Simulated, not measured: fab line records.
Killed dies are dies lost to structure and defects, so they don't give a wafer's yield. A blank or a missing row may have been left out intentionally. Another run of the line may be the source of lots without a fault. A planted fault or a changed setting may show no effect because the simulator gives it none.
Matching of chambers + flow n5Finfet + 4 sister chambers for N5_BEOL_M1_STRIP_19 on rieDiel-01
The step strips in O2. 18 wafers are shown with their chamber, then 9 later ones without.

## WAFERS, EACH WITH ITS CHAMBER
| wafer  | chamber | drypumpMotorCurrentA (A) | showerheadPlenumPTorr (Torr) | throttleValvePct (%) |
|--------|---------|--------------------------|------------------------------|----------------------|
| L075.3 | 0       | 5.0                      | 2.07                         | 16.77                |
| L075.4 | 3       | 5.6                      | 2.18                         | 16.43                |
| L075.6 | 3       | 5.6                      | 2.18                         | 16.44                |
| L074.2 | 1       | 5.8                      | 2.04                         | 16.32                |
| L074.5 | 2       | 5.2                      | 2.03                         | 16.57                |
| L074.6 | 3       | 5.6                      | 2.18                         | 16.43                |
| L077.1 | 2       | 5.2                      | 2.03                         | 16.59                |
| L077.2 | 1       | 5.8                      | 2.04                         | 16.32                |
| L077.3 | 0       | 4.9                      | 2.07                         | 16.78                |
| L081.3 | 3       | 5.6                      | 2.18                         | 16.45                |
| L081.4 | 1       | 5.8                      | 2.04                         | 16.35                |
| L081.5 | 3       | 5.6                      | 2.18                         | 16.45                |
| L087.1 | 0       | 5.0                      | 2.06                         | 16.31                |
| L087.4 | 2       | 5.2                      | 2.02                         | 16.65                |
| L087.5 | 2       | 5.2                      | 2.02                         | 16.64                |
| L089.1 | 0       | 4.9                      | 2.06                         | 16.31                |
| L089.4 | 2       | 5.2                      | 2.02                         | 16.63                |
| L089.6 | 0       | 4.9                      | 2.06                         | 16.30                |

SIGNATURES (averages over the wafers above)
| reading               | chamber 0 | chamber 1 | chamber 2 | chamber 3 | scatter within a chamber |
|-----------------------|-----------|-----------|-----------|-----------|--------------------------|
| drypumpMotorCurrentA  | 4.940     | 5.800     | 5.200     | 5.600     | 0.0293                   |
| showerheadPlenumPTorr | 2.0640    | 2.0400    | 2.0240    | 2.1800    | 0.00414                  |
| throttleValvePct      | 16.4940   | 16.3300   | 16.6160   | 16.4400   | 0.139                    |
Rule: for each reading, subtract the chamber's mean from the wafer's reading, divide by that reading's scatter and square the result; add these up over the readings and take the root, which gives the wafer's distance from the chamber. The wafer belongs to the nearest chamber; if the next one is less than 2 further off, it can't be placed. The scatter is the square root of a quotient: the sum, over the shown wafers, of each reading's squared deviation from its chamber's mean, divided by wafers minus chambers.

## WAFERS WHOSE CHAMBER IS MISSING
| wafer  | drypumpMotorCurrentA (A) | showerheadPlenumPTorr (Torr) | throttleValvePct (%) |
|--------|--------------------------|------------------------------|----------------------|
| L091.2 | 4.9                      | 2.06                         | 16.32                |
| L091.5 | 5.8                      | 2.03                         | 16.38                |
| L091.6 | 5.2                      | 2.02                         | 16.63                |
| L094.1 | 5.8                      | 2.03                         | 16.38                |
| L094.4 | 5.6                      | 2.17                         | 16.49                |
| L094.5 | 4.9                      | 2.06                         | 16.33                |
| L097.2 | 5.2                      | 2.02                         | 16.66                |
| L097.3 | 5.6                      | 2.17                         | 16.52                |
| L097.5 | 4.9                      | 2.06                         | 16.34                |

## THE CHAMBER EACH PASSED THROUGH
| wafer  | from the rows above | in truth |
|--------|---------------------|----------|
| L091.2 | 0                   | 0        |
| L091.5 | 1                   | 1        |
| L091.6 | 2                   | 2        |
| L094.1 | 1                   | 1        |
| L094.4 | 3                   | 3        |
| L094.5 | 0                   | 0        |
| L097.2 | 2                   | 2        |
| L097.3 | 3                   | 3        |
| L097.5 | 0                   | 0        |
9 of 9 placed correctly. From these rows, 0 cannot be placed. Placed wrongly: 0.
